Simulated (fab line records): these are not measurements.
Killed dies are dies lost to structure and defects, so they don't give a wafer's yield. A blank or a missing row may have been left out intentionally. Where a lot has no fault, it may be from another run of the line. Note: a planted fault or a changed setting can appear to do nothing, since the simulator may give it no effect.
Matching of chambers :: flow n5-finfet :: N5_FIN_SAQP_SPACER2_ALD_28 on ald-sin-01 has 4 sister chambers
The step deposits SiO2, target thk 8.1 nm, pulse time 1 s, purge time 2 s. 16 wafers are shown with their chamber, then 8 later ones without.

## WAFERS PAIRED WITH THEIR CHAMBERS
wafer: L079.1
chamber: 0
heater-power-w (W): 484
precursor-pulse-height-rel: 0.981

wafer: L079.3
chamber: 3
heater-power-w (W): 507
precursor-pulse-height-rel: 1.048

wafer: L079.6
chamber: 1
heater-power-w (W): 461
precursor-pulse-height-rel: 0.994

wafer: L080.1
chamber: 0
heater-power-w (W): 479
precursor-pulse-height-rel: 0.972

wafer: L080.2
chamber: 2
heater-power-w (W): 442
precursor-pulse-height-rel: 1.000

wafer: L080.6
chamber: 0
heater-power-w (W): 496
precursor-pulse-height-rel: 0.995

wafer: L081.1
chamber: 3
heater-power-w (W): 503
precursor-pulse-height-rel: 1.022

wafer: L081.4
chamber: 1
heater-power-w (W): 465
precursor-pulse-height-rel: 0.971

wafer: L081.6
chamber: 0
heater-power-w (W): 482
precursor-pulse-height-rel: 0.991

wafer: L084.4
chamber: 2
heater-power-w (W): 451
precursor-pulse-height-rel: 1.001

wafer: L084.5
chamber: 0
heater-power-w (W): 485
precursor-pulse-height-rel: 1.018

wafer: L084.6
chamber: 1
heater-power-w (W): 451
precursor-pulse-height-rel: 1.032

wafer: L085.3
chamber: 3
heater-power-w (W): 481
precursor-pulse-height-rel: 0.967

wafer: L085.4
chamber: 2
heater-power-w (W): 443
precursor-pulse-height-rel: 1.003

wafer: L085.5
chamber: 3
heater-power-w (W): 497
precursor-pulse-height-rel: 1.020

wafer: L087.3
chamber: 0
heater-power-w (W): 494
precursor-pulse-height-rel: 0.980

SIGNATURES, as means of the wafers listed above
reading: heater-power-w
chamber 0: 486.67
chamber 1: 459.00
chamber 2: 445.33
chamber 3: 497.00
scatter within a chamber: 8.04

reading: precursor-pulse-height-rel
chamber 0: 0.98950
chamber 1: 0.99900
chamber 2: 1.00133
chamber 3: 1.01425
scatter within a chamber: 0.0236
Rule: distance of a wafer from a chamber = root of the sum over the readings of ((wafer's reading minus chamber's mean) / reading's scatter) squared. The wafer belongs to the nearest chamber; if the next one is less than 2 further off, it can't be placed. The scatter: the root of (the sum of the squares of (reading less its chamber's mean) over the shown wafers, divided by (wafers less chambers)).

## WAFERS WITH NO CHAMBER GIVEN
wafer: L087.4
heater-power-w (W): 458
precursor-pulse-height-rel: 0.996

wafer: L087.6
heater-power-w (W): 481
precursor-pulse-height-rel: 1.027

wafer: L089.1
heater-power-w (W): 507
precursor-pulse-height-rel: 1.017

wafer: L089.2
heater-power-w (W): 481
precursor-pulse-height-rel: 0.989

wafer: L089.6
heater-power-w (W): 440
precursor-pulse-height-rel: 1.010

wafer: L096.3
heater-power-w (W): 447
precursor-pulse-height-rel: 1.033

wafer: L096.5
heater-power-w (W): 456
precursor-pulse-height-rel: 1.014

wafer: L096.6
heater-power-w (W): 446
precursor-pulse-height-rel: 0.946

## WHICH CHAMBER EACH WENT THROUGH
wafer: L087.4
from the rows above: can't be placed: 1 or 2
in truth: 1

wafer: L087.6
from the rows above: can't be placed: 0 or 3 or 1
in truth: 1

wafer: L089.1
from the rows above: can't be placed: 3 or 0
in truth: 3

wafer: L089.2
from the rows above: can't be placed: 0 or 3
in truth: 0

wafer: L089.6
from the rows above: can't be placed: 2 or 1
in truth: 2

wafer: L096.3
from the rows above: can't be placed: 2 or 1
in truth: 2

wafer: L096.5
from the rows above: can't be placed: 1 or 2
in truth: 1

wafer: L096.6
from the rows above: can't be placed: 2 or 1
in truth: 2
Placed correctly: 0 of 8. Not placeable from these rows: 8 (in 8, the candidates include the true chamber). Number placed wrongly: 0.
